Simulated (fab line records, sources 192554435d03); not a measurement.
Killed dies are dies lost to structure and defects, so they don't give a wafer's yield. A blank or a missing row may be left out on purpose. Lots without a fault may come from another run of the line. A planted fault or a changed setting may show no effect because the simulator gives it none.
fab line records | flow n5_finfet
record lots=7 wafers=39
route steps=1938 shown FIN_SAQP@130 STI_FIN_REVEAL@190 HKMG_FIN@386 BEOL_M0_SAQP@692 BEOL_M1@835 BEOL_M3@1000 BEOL_M4@1108 BEOL_M6@1254 BEOL_M8@1374 BEOL_M11@1539 BEOL_M14@1716 MIM_BOT@1833 PASSIVATION@1936
start_h: hours from the record's first day to the start of the lot's first wafer shown | wait_h: hours since the lot's step before | " the same as in the row above | L1.1+2: a row that stands for several wafers | - no value, or no start given | * or withheld: withheld | < > ~ a bound
route shown NAME@n: a module of which the file shows steps, and the number in the route of the first | usual: mean/standard deviation of fault-free wafers | same: alike in all rows | chamber/n: place in a boat | sites: the reading at each site | _std_site: their standard deviation | _edge_site: outer sites' mean less inner sites' | radius_mm: how far each site lies from the wafer's centre | mask NAME#n: copy n | behind: the tool/chamber that last shaped the wafer | hold: why the lot was held/for how many hours/how that ended | device: the transistor (n, p or np) that didn't switch | end of line: the same wafers' tests at the end of the route | a step without rows: its recipe alone | killed: dies lost to structure and defects at the first sort, not the wafer's yield | map: a wafer's dies, x killed, . not, _ none there
set.NAME: the setting as run; set.NAME@STEP: as run at that earlier step | model.NAME: the simulator's own value behind a step, which no gauge read
lots whose settings were changed on purpose; a table a step, a row a wafer
## steps
# step N5_FIN_SAQP_ETCH_65
# recipe chemistry=CF4 target=SiO2 target_depth_a=40 ion_energy_ev=350 time_s=4.4 pressure_mtorr=10 icp_w=800 bias_w=400 cf4_flow_sccm=80
# step N5_STI_FIN_REVEAL_ETCHBACK_08
# recipe chemistry=C4F6/O2 target=SiO2 target_depth_a=305 time_s=10.167 ion_energy_ev=250 pressure_mtorr=30 source_w=345 bias_w=185 Ar_flow_sccm=300 C4F6_flow_sccm=10 O2_flow_sccm=10
# step N5_HKMG_FIN_HK_ALD_01
# recipe material=HfO2 target_thk_a=16 temp_c=withheld ald_precursor_family=HfCl4 ald_co_reactant=H2O pulse_time_s=3 purge_time_s=3 co_reactant_purge_time_s=2.5 co_reactant_pulse_time_s=0.3 ald_cycles=30
# step N5_BEOL_M0_SAQP_DESCUM_45
# recipe chemistry=O2 time_s=7 source_power_w=50 bias_power_w=20 pressure_mtorr=20 rf_frequency_hz=2.712e+07 temp_c=40 resist=CAR-EUV o2_flow_sccm=225
# step N5_BEOL_M1_PRE_CLEAN_60
# recipe gas=NH3/H2 time_s=15 temp_c=* rf_power_w=300
# step N5_BEOL_M3_SPUTTER_86
# recipe material=Cu target_thk_a=45 temp_c=-20 chamber_pressure_pa=0.07 power_w=withheld time_s=8.29
# step N5_BEOL_M4_DEP_57
# recipe material=SiCN target_thk_a=80 temp_c=withheld precursor=3MS/NH3 pressure_torr=3 rf_w=202 time_s=14
# step N5_BEOL_M6_SPUTTER_48
# recipe material=Cu target_thk_a=100 temp_c=-20 bias_v=60 power_w=26000 chamber_pressure_pa=0.13 time_s=1.667
# step N5_BEOL_M8_VIA_ETCH_34
# recipe chemistry=C4F6/O2 target=SiCOH_lowk target_depth_a=1255 mask_material=SOC taper_deg=4 time_s=50.5 ion_energy_ev=250 pressure_mtorr=30 source_w=345 bias_w=185 Ar_flow_sccm=300 C4F6_flow_sccm=10 O2_flow_sccm=10
# step N5_BEOL_M11_PECVD_70
# recipe material=SiO2 target_thk_a=200 temp_c=400 precursor=TEOS/O2 pressure_torr=5.5 rf_w=450 teos_flow_sccm=53.8 gas=O2 flow_sccm=3000 time_s=22.7
# step N5_BEOL_M14_ILD_DEP_00
# recipe material=SiO2 target_thk_a=11193 temp_c=400 precursor=TEOS/O2 pressure_torr=6.5 rf_w=900 teos_flow_sccm=161.4 gas=O2 flow_sccm=2650 time_s=237.4
# step N5_MIM_BOT_SPUTTER_00
# recipe material=TiN target_thk_a=350 temp_c=200 power_w=3000 chamber_pressure_pa=0.49996 gas=Ar reactive_partial_pa=0.37997 time_s=89.7
# step N5_PASSIVATION_PROBE_49
# usual killed_at_M4_up=13/5.6 sort_bin_5_function=5.2/0.95
# columns lot.wafer tool chamber start_h wait_h set.time_s@FIN_SAQP_ETCH_65 set.target_depth_a@STI_FIN_REVEAL_ETCHBACK_08 set.ald_cycles@HKMG_FIN_HK_ALD_01 set.time_s@BEOL_M0_SAQP_DESCUM_45 set.time_s@BEOL_M1_PRE_CLEAN_60 set.time_s@BEOL_M3_SPUTTER_86 set.time_s@BEOL_M4_DEP_57 set.target_thk_a@BEOL_M6_SPUTTER_48 set.target_depth_a@BEOL_M8_VIA_ETCH_34 set.time_s@BEOL_M11_PECVD_70 set.time_s@BEOL_M14_ILD_DEP_00 set.target_thk_a@MIM_BOT_SPUTTER_00 killed_at_M4_up sort_bin_5_function[%]
L074.1 prober-02 - 244.67 0.0 5.65 472.5 30 7 15 8.29 10.78 100 1255 17.83 237.4 240.7 8 5.3
L074.2 prober-02 - 244.72 0.1 4.4 472.5 30 7 15 8.29 10.78 100 1255 22.7 237.4 350 8 4.0
L074.3 prober-02 - 244.77 0.1 4.4 305 30 7 15 8.29 14 69.4 962.4 17.83 237.4 240.7 677 60.2
L074.4 prober-02 - 244.82 0.2 5.65 305 16 7 15 8.29 14 100 962.4 17.83 237.4 350 630 57.4
L074.5 prober-02 - 244.87 0.2 5.65 305 16 7 15 8.29 10.78 69.4 962.4 22.7 237.4 240.7 875 75.8
L074.6 prober-02 - 244.92 0.3 4.4 472.5 16 7 15 8.29 14 69.4 1255 22.7 237.4 350 20 4.4
L077.1 prober-01 - 268.10 0.0 4.4 305 30 3.459 15 8.29 10.14 100 1025 22.7 237.4 350 58 8.4
L077.2 prober-01 - 268.15 0.1 6.954 152.3 47 7 15 8.29 14 133.7 1255 22.7 306 422.5 23 4.6
L077.3 prober-01 - 268.20 0.1 4.4 152.3 30 7 15 8.29 10.14 100 1025 22.7 306 422.5 322 30.5
L077.4 prober-01 - 268.25 0.2 6.954 152.3 30 3.459 15 8.29 14 133.7 1025 22.7 306 350 151 15.3
L077.5 prober-01 - 268.30 0.2 6.954 305 47 3.459 15 8.29 10.14 133.7 1255 22.7 237.4 350 23 5.8
L077.6 prober-01 - 268.35 0.3 4.4 305 47 7 15 8.29 14 100 1255 22.7 237.4 422.5 5 4.3
L078.1 prober-01 - 283.56 0.0 6.094 305 13 7 15 8.29 14 100 1255 22.7 372.5 350 15 4.5
L078.2 prober-01 - 283.61 0.1 6.094 305 13 8.313 7.004 11.54 5.755 100 1255 22.7 372.5 350 26 5.9
L078.3 prober-01 - 283.66 0.1 4.4 305 13 8.313 7.004 8.29 5.755 157.4 815.9 22.7 372.5 350 1096 96.4
L078.4 prober-01 - 283.71 0.2 4.4 305 30 7 7.004 11.54 14 100 815.9 22.7 237.4 350 1109 96.6
L078.5 prober-01 - 283.76 0.2 6.094 305 30 8.313 15 11.54 14 157.4 815.9 22.7 237.4 350 1101 95.8
L078.6 prober-01 - 283.81 0.3 4.4 305 30 7 15 8.29 5.755 157.4 1255 22.7 237.4 350 16 5.6
L076.1 prober-02 - 299.68 0.0 5.568 305 30 7 19.91 8.29 14 118 1255 22.7 237.4 280.3 14 5.9
L076.2 prober-02 - 299.73 0.1 4.4 408.4 30 7 15 8.29 20.22 100 1255 22.7 168.4 350 7 4.9
L076.3 prober-02 - 299.78 0.1 4.4 408.4 30 5.089 19.91 10.34 20.22 118 1255 22.7 237.4 350 12 5.4
L076.4 prober-02 - 299.83 0.2 5.568 408.4 30 5.089 15 10.34 20.22 118 1255 22.7 168.4 280.3 13 4.1
L076.5 prober-02 - 299.88 0.2 4.4 305 30 5.089 15 8.29 14 100 1255 22.7 237.4 280.3 12 7.4
L076.6 prober-02 - 299.93 0.3 5.568 305 30 7 19.91 10.34 14 100 1255 22.7 168.4 350 23 4.8
L086.1 prober-01 - 349.86 0.0 4.4 305 30 7 15 8.29 14 100 1255 22.7 237.4 350 21 5.3
L086.4 prober-01 - 350.01 0.2 4.4 305 30 7 15 8.29 14 100 1255 22.7 237.4 350 20 7.8
L086.6 prober-01 - 350.11 0.3 4.4 305 30 7 15 8.29 14 100 1255 22.7 237.4 350 24 6.6
L092.1 prober-02 - 394.17 0.0 4.4 305 30 4.394 15 8.29 6.187 156.8 1255 22.7 237.4 350 19 5.1
L092.2 prober-02 - 394.22 0.1 4.4 305 30 7 15 8.29 6.187 100 573.5 22.7 237.4 442.2 1077 96.4
L092.3 prober-02 - 394.27 0.1 5.805 305 30 4.394 15 8.29 14 100 1255 16.17 237.4 350 21 5.5
L092.4 prober-02 - 394.32 0.2 5.805 305 12 7 15 8.29 14 156.8 1255 16.17 237.4 442.2 22 5.7
L092.5 prober-02 - 394.37 0.2 4.4 305 12 4.394 15 8.29 14 156.8 573.5 22.7 237.4 442.2 1068 95.6
L092.6 prober-02 - 394.42 0.3 5.805 305 12 7 15 8.29 6.187 100 573.5 16.17 237.4 350 1097 96.4
L097.1 prober-01 - 411.86 0.0 6.51 305 19 7 15 8.29 14 117.9 1255 30.12 304.1 350 18 4.3
L097.2 prober-01 - 411.91 0.1 4.4 372.7 19 7 15 6.6 14 117.9 1255 22.7 304.1 494.3 15 4.6
L097.3 prober-01 - 411.96 0.1 6.51 372.7 30 8.442 15 6.6 14 117.9 1971 22.7 237.4 494.3 12 4.4
L097.4 prober-01 - 412.01 0.2 4.4 305 30 7 15 6.6 14 100 1971 30.12 237.4 494.3 15 4.7
L097.5 prober-01 - 412.06 0.2 4.4 372.7 19 8.442 15 8.29 14 100 1255 30.12 237.4 350 12 4.2
L097.6 prober-01 - 412.11 0.3 6.51 305 30 8.442 15 8.29 14 100 1971 22.7 304.1 350 11 4.4
# killed by level:class
L074.1 MOL_CONTACT_COAG:geometric_particle:open=13 FIN_SAQP:geometric_particle:open=10 BEOL_M1:geometric_particle:open=10 BEOL_M0_SAQP:geometric_particle:open=7 BEOL_M2:geometric_particle:open=6 BEOL_M0_SAQP:geometric_particle:short=5 GATE_CUT:geometric_particle:short=4 STI_FIN_REVEAL:geometric_particle:open=3
L074.2 BEOL_M3:geometric_particle:open=12 STI_FIN_REVEAL:geometric_particle:open=7 MOL_CONTACT_COAG:geometric_particle:open=7 BEOL_M0_SAQP:geometric_particle:short=5 BEOL_M0_SAQP:geometric_particle:open=5 BEOL_M6:geometric_particle:open=4 STARTING-WAFER:geometric_particle:open=4 STARTING-WAFER:geometric_particle:short=4
L074.3 BEOL_M8:area_etch=651 BEOL_M6:interface_void_opened=12 MOL_CONTACT_COAG:geometric_particle:open=11 FIN_SAQP:geometric_particle:short=8 DUMMY_GATE:geometric_particle:open=7 FIN_SAQP:geometric_particle:open=5 BEOL_M0_SAQP:geometric_particle:open=5 BEOL_M2:geometric_particle:open=5
L074.4 BEOL_M8:area_etch=622 MOL_CONTACT_COAG:geometric_particle:open=10 BEOL_M2:geometric_particle:open=8 BEOL_M0_SAQP:geometric_particle:open=7 STI_FIN_REVEAL:geometric_particle:open=6 DUMMY_GATE:geometric_particle:open=5 STARTING-WAFER:geometric_particle:short=5 FIN_SAQP:geometric_particle:open=3
L074.5 BEOL_M8:area_etch=852 BEOL_M6:interface_void_opened=17 BEOL_M0_SAQP:geometric_particle:short=13 BEOL_M0_SAQP:geometric_particle:open=12 STARTING-WAFER:geometric_particle:short=6 GATE_CUT:geometric_particle:short=5 STI_FIN_REVEAL:geometric_particle:short=4 MOL_CONTACT_COAG:geometric_particle:open=3
L074.6 BEOL_M2:geometric_particle:open=11 BEOL_M6:interface_void_opened=11 FIN_SAQP:geometric_particle:open=7 FIN_SAQP:geometric_particle:short=4 STI_FIN_REVEAL:geometric_particle:open=4 STARTING-WAFER:geometric_particle:short=4 ILD0:geometric_particle:short=3 GATE_CUT:geometric_particle:open=3
L077.1 BEOL_M8:area_etch=43 BEOL_M3:geometric_particle:open=19 BEOL_M0_SAQP:geometric_particle:short=11 BEOL_M4:geometric_particle:open=9 MOL_CONTACT_COAG:geometric_particle:open=6 STI_FIN_REVEAL:geometric_particle:open=4 GATE_CUT:geometric_particle:short=4 FIN_SAQP:geometric_particle:short=3
L077.2 BEOL_M4:geometric_particle:short=9 FIN_SAQP:geometric_particle:open=8 BEOL_M3:geometric_particle:open=7 BEOL_M5:geometric_particle:open=7 MOL_CONTACT_COAG:geometric_particle:open=6 BEOL_M0_SAQP:geometric_particle:open=6 GATE_CUT:geometric_particle:short=5 BEOL_M2:geometric_particle:open=5
L077.3 BEOL_M8:area_etch=306 BEOL_M3:geometric_particle:open=13 FIN_SAQP:geometric_particle:open=7 BEOL_M4:geometric_particle:open=7 GATE_CUT:geometric_particle:open=6 MOL_CONTACT_COAG:geometric_particle:open=6 GATE_CUT:geometric_particle:short=5 BEOL_M0_SAQP:geometric_particle:short=5
L077.4 BEOL_M8:area_etch=138 BEOL_M3:geometric_particle:open=13 BEOL_M0_SAQP:geometric_particle:open=9 GATE_CUT:geometric_particle:short=7 BEOL_M1:geometric_particle:open=6 BEOL_M0_SAQP:geometric_particle:short=5 FIN_SAQP:geometric_particle:open=4 GATE_CUT:geometric_particle:open=4
L077.5 BEOL_M3:geometric_particle:open=18 GATE_CUT:geometric_particle:open=17 GATE_CUT:geometric_particle:short=10 BEOL_M4:geometric_particle:open=9 MOL_CONTACT_COAG:geometric_particle:open=8 BEOL_M3:geometric_particle:short=5 BEOL_M0_SAQP:geometric_particle:open=4 MOL_CONTACT_COAG:geometric_particle:short=3
L077.6 MOL_CONTACT_COAG:geometric_particle:open=13 BEOL_M3:geometric_particle:open=11 BEOL_M0_SAQP:geometric_particle:open=8 BEOL_M3:geometric_particle:short=7 MOL_CONTACT_COAG:geometric_particle:short=4 BEOL_M0_SAQP:geometric_particle:short=4 BEOL_M1:geometric_particle:open=4 FIN_SAQP:geometric_particle:open=3
L078.1 BEOL_M3:geometric_particle:open=9 BEOL_M4:geometric_particle:open=9 GATE_CUT:geometric_particle:short=6 MOL_CONTACT_COAG:geometric_particle:open=6 STI_FIN_REVEAL:geometric_particle:open=5 BEOL_M0_SAQP:geometric_particle:short=5 BEOL_M2:geometric_particle:open=5 FIN_SAQP:geometric_particle:open=4
L078.2 BEOL_M4:geometric_particle:open=12 MOL_CONTACT_COAG:geometric_particle:open=11 BEOL_M2:geometric_particle:open=11 STI_FIN_REVEAL:geometric_particle:open=10 FIN_SAQP:geometric_particle:open=9 BEOL_M3:geometric_particle:open=5 FIN_SAQP:geometric_particle:short=4 BEOL_M0:geometric_particle:open=4
L078.3 BEOL_M8:area_etch=1066 STI_FIN_REVEAL:geometric_particle:open=15 MOL_CONTACT_COAG:geometric_particle:open=11 BEOL_M4:geometric_particle:open=11 BEOL_M1:geometric_particle:open=7 BEOL_M3:geometric_particle:open=7 BEOL_M5:geometric_particle:open=5 STI_FIN_REVEAL:geometric_particle:short=4
L078.4 BEOL_M8:area_etch=1080 STI_FIN_REVEAL:geometric_particle:open=21 BEOL_M4:geometric_particle:open=16 MOL_CONTACT_COAG:geometric_particle:open=7 BEOL_M3:geometric_particle:open=7 BEOL_M0_SAQP:geometric_particle:short=5 FIN_SAQP:geometric_particle:open=4 FIN_SAQP:geometric_particle:short=4
L078.5 BEOL_M8:area_etch=1066 BEOL_M4:geometric_particle:open=15 MOL_CONTACT_COAG:geometric_particle:open=11 GATE_CUT:geometric_particle:short=10 STI_FIN_REVEAL:geometric_particle:open=8 BEOL_M3:geometric_particle:open=8 BEOL_M7:geometric_particle:open=7 BEOL_M0_SAQP:geometric_particle:open=5
L078.6 STI_FIN_REVEAL:geometric_particle:open=14 BEOL_M2:geometric_particle:open=10 BEOL_M1:geometric_particle:open=10 GATE_CUT:geometric_particle:short=9 MOL_CONTACT_COAG:geometric_particle:open=7 BEOL_M4:geometric_particle:open=7 BEOL_M3:geometric_particle:open=6 BEOL_M4:geometric_particle:short=6
L076.1 MOL_CONTACT_COAG:geometric_particle:open=14 FIN_SAQP:geometric_particle:open=10 STI_FIN_REVEAL:geometric_particle:open=8 BEOL_M2:geometric_particle:open=8 BEOL_M1:geometric_particle:open=6 BEOL_M3:geometric_particle:open=6 DUMMY_GATE:geometric_particle:open=5 BEOL_M0_SAQP:geometric_particle:open=5
L076.2 BEOL_M2:geometric_particle:open=13 MOL_CONTACT_COAG:geometric_particle:open=11 BEOL_M1:geometric_particle:open=8 BEOL_M3:geometric_particle:open=8 FIN_SAQP:geometric_particle:short=6 BEOL_M0_SAQP:geometric_particle:short=5 FIN_SAQP:geometric_particle:open=4 BEOL_M0:geometric_particle:open=4
L076.3 MOL_CONTACT_COAG:geometric_particle:open=14 FIN_SAQP:geometric_particle:open=13 BEOL_M3:geometric_particle:open=8 BEOL_M1:geometric_particle:open=7 BEOL_M0_SAQP:geometric_particle:short=6 BEOL_M0_SAQP:geometric_particle:open=6 FIN_SAQP:geometric_particle:short=5 STARTING-WAFER:geometric_particle:short=5
L076.4 MOL_CONTACT_COAG:geometric_particle:open=14 STI_FIN_REVEAL:geometric_particle:open=9 BEOL_M2:geometric_particle:open=9 BEOL_M3:geometric_particle:open=6 BEOL_M4:geometric_particle:open=5 MOL_CONTACT_COAG:geometric_particle:short=4 BEOL_M1:geometric_particle:open=4 BEOL_M3:geometric_particle:short=4
L076.5 BEOL_M0_SAQP:geometric_particle:short=15 FIN_SAQP:geometric_particle:open=12 STI_FIN_REVEAL:geometric_particle:open=11 BEOL_M0_SAQP:geometric_particle:open=10 BEOL_M3:geometric_particle:open=10 FIN_SAQP:geometric_particle:short=9 BEOL_M2:geometric_particle:open=7 GATE_CUT:geometric_particle:short=6
L076.6 FIN_SAQP:geometric_particle:open=21 BEOL_M4:geometric_particle:open=14 MOL_CONTACT_COAG:geometric_particle:open=9 FIN_SAQP:geometric_particle:short=7 STI_FIN_REVEAL:geometric_particle:open=6 BEOL_M0_SAQP:geometric_particle:short=6 BEOL_M1:geometric_particle:short=4 BEOL_M2:geometric_particle:open=4
L086.1 BEOL_M3:geometric_particle:open=9 BEOL_M0_SAQP:geometric_particle:short=8 BEOL_M4:geometric_particle:open=8 BEOL_M0_SAQP:geometric_particle:open=7 GATE_CUT:geometric_particle:open=6 BEOL_M0:geometric_particle:open=6 FIN_SAQP:geometric_particle:short=5 FIN_SAQP:geometric_particle:open=4
L086.4 FIN_SAQP:geometric_particle:open=32 FIN_SAQP:geometric_particle:short=21 BEOL_M0_SAQP:geometric_particle:open=15 MOL_CONTACT_COAG:geometric_particle:open=11 BEOL_M0_SAQP:geometric_particle:short=9 BEOL_M4:geometric_particle:open=8 GATE_CUT:geometric_particle:open=7 STI_FIN_REVEAL:geometric_particle:open=6
L086.6 MOL_CONTACT_COAG:geometric_particle:open=12 BEOL_M0_SAQP:geometric_particle:short=11 BEOL_M0_SAQP:geometric_particle:open=11 BEOL_M4:geometric_particle:open=11 BEOL_M1:geometric_particle:open=8 BEOL_M2:geometric_particle:open=7 BEOL_M3:geometric_particle:open=7 STI_FIN_REVEAL:geometric_particle:open=5
L092.1 MOL_CONTACT_COAG:geometric_particle:open=14 BEOL_M4:geometric_particle:open=11 BEOL_M0_SAQP:geometric_particle:open=10 BEOL_M0_SAQP:geometric_particle:short=10 BEOL_M2:geometric_particle:open=6 STI_FIN_REVEAL:geometric_particle:open=4 MOL_CONTACT_COAG:geometric_particle:short=4 PASS1_CAP:geometric_particle:open=4
L092.2 BEOL_M8:area_etch=1063 STI_FIN_REVEAL:geometric_particle:open=15 BEOL_M0_SAQP:geometric_particle:open=10 BEOL_M0_SAQP:geometric_particle:short=10 BEOL_M3:geometric_particle:open=8 FIN_SAQP:geometric_particle:short=7 BEOL_M4:geometric_particle:open=6 STARTING-WAFER:geometric_particle:open=6
L092.3 MOL_CONTACT_COAG:geometric_particle:open=12 BEOL_M4:geometric_particle:open=10 BEOL_M0_SAQP:geometric_particle:short=9 FIN_SAQP:geometric_particle:short=8 GATE_CUT:geometric_particle:short=8 STI_FIN_REVEAL:geometric_particle:open=7 MOL_CONTACT_COAG:geometric_particle:short=6 BEOL_M0_SAQP:geometric_particle:open=6
L092.4 MIM_BOT:area_sputter=171 MOL_CONTACT_COAG:geometric_particle:open=17 BEOL_M0_SAQP:geometric_particle:open=10 BEOL_M4:geometric_particle:open=10 STI_FIN_REVEAL:geometric_particle:open=9 BEOL_M0_SAQP:geometric_particle:short=9 MOL_CONTACT_COAG:geometric_particle:short=7 BEOL_M2:geometric_particle:open=7
L092.5 BEOL_M8:area_etch=1044 MOL_CONTACT_COAG:geometric_particle:open=22 BEOL_M0_SAQP:geometric_particle:short=17 BEOL_M4:geometric_particle:open=16 BEOL_M0_SAQP:geometric_particle:open=13 STI_FIN_REVEAL:geometric_particle:open=11 BEOL_M3:geometric_particle:open=9 BEOL_M1:geometric_particle:open=6
L092.6 BEOL_M8:area_etch=1076 BEOL_M3:geometric_particle:open=12 BEOL_M2:geometric_particle:open=11 BEOL_M4:geometric_particle:open=10 BEOL_M0_SAQP:geometric_particle:open=9 MOL_CONTACT_COAG:geometric_particle:open=8 BEOL_M0_SAQP:geometric_particle:short=8 STI_FIN_REVEAL:geometric_particle:open=5
L097.1 STI_FIN_REVEAL:geometric_particle:open=15 MOL_CONTACT_COAG:geometric_particle:open=13 BEOL_M4:geometric_particle:open=6 GATE_CUT:geometric_particle:short=5 BEOL_M2:geometric_particle:open=5 MOL_CONTACT_COAG:geometric_particle:short=4 BEOL_M2:geometric_particle:short=4 BEOL_M3:geometric_particle:open=4
L097.2 MIM_BOT:area_sputter=1081 FIN_SAQP:geometric_particle:short=17 BEOL_M2:geometric_particle:open=13 FIN_SAQP:geometric_particle:open=11 MOL_CONTACT_COAG:geometric_particle:open=10 BEOL_M0_SAQP:geometric_particle:open=6 BEOL_M4:geometric_particle:open=5 MOL_CONTACT_COAG:geometric_particle:short=4
L097.3 MIM_BOT:area_sputter=1089 MOL_CONTACT_COAG:geometric_particle:open=18 STI_FIN_REVEAL:geometric_particle:open=7 BEOL_M0_SAQP:geometric_particle:short=7 BEOL_M2:geometric_particle:open=6 FIN_SAQP:geometric_particle:short=4 BEOL_M0_SAQP:geometric_particle:open=4 BEOL_M7:geometric_particle:open=4
L097.4 MIM_BOT:area_sputter=1089 MOL_CONTACT_COAG:geometric_particle:open=15 BEOL_M2:geometric_particle:open=11 STI_FIN_REVEAL:geometric_particle:open=7 BEOL_M4:geometric_particle:open=7 FIN_SAQP:geometric_particle:short=6 FIN_SAQP:geometric_particle:open=6 GATE_CUT:geometric_particle:short=5
L097.5 BEOL_M2:geometric_particle:open=15 MOL_CONTACT_COAG:geometric_particle:open=11 FIN_SAQP:geometric_particle:open=8 BEOL_M4:geometric_particle:open=6 BEOL_M0_SAQP:geometric_particle:short=4 STI_FIN_REVEAL:geometric_particle:short=3 STI_FIN_REVEAL:geometric_particle:open=3 GATE_CUT:geometric_particle:open=3
L097.6 MOL_CONTACT_COAG:geometric_particle:open=19 STI_FIN_REVEAL:geometric_particle:open=8 FIN_SAQP:geometric_particle:short=6 BEOL_M2:geometric_particle:open=5 MOL_CONTACT_COAG:geometric_particle:short=4 BEOL_M0_SAQP:geometric_particle:short=4 BEOL_M7:geometric_particle:open=4 FIN_SAQP:geometric_particle:open=3
## key
split step=N5_FIN_SAQP_ETCH_65 setting=time_s stated_as=4.4
response none clear
split step=N5_STI_FIN_REVEAL_ETCHBACK_08 setting=target_depth_a stated_as=305
response none clear
split step=N5_HKMG_FIN_HK_ALD_01 setting=ald_cycles stated_as=30
response none clear
split step=N5_BEOL_M0_SAQP_DESCUM_45 setting=time_s stated_as=7
response none clear
split step=N5_BEOL_M1_PRE_CLEAN_60 setting=time_s stated_as=15
response none clear
split step=N5_BEOL_M3_SPUTTER_86 setting=time_s stated_as=8.29
response none clear
split step=N5_BEOL_M4_DEP_57 setting=time_s stated_as=14
response none clear
split step=N5_BEOL_M6_SPUTTER_48 setting=target_thk_a stated_as=100
response none clear
split step=N5_BEOL_M8_VIA_ETCH_34 setting=target_depth_a stated_as=1255
response step=N5_PASSIVATION_PROBE_49 reading=sort_bin_5_function slope=-1.25 per=1% together_with=all explained=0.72
response step=N5_PASSIVATION_PROBE_49 reading=killed_at_M4_up slope=-14.7 per=1% together_with=all explained=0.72
split step=N5_BEOL_M11_PECVD_70 setting=time_s stated_as=22.7
response none clear
split step=N5_BEOL_M14_ILD_DEP_00 setting=time_s stated_as=237.4
response none clear
split step=N5_MIM_BOT_SPUTTER_00 setting=target_thk_a stated_as=350
response none clear
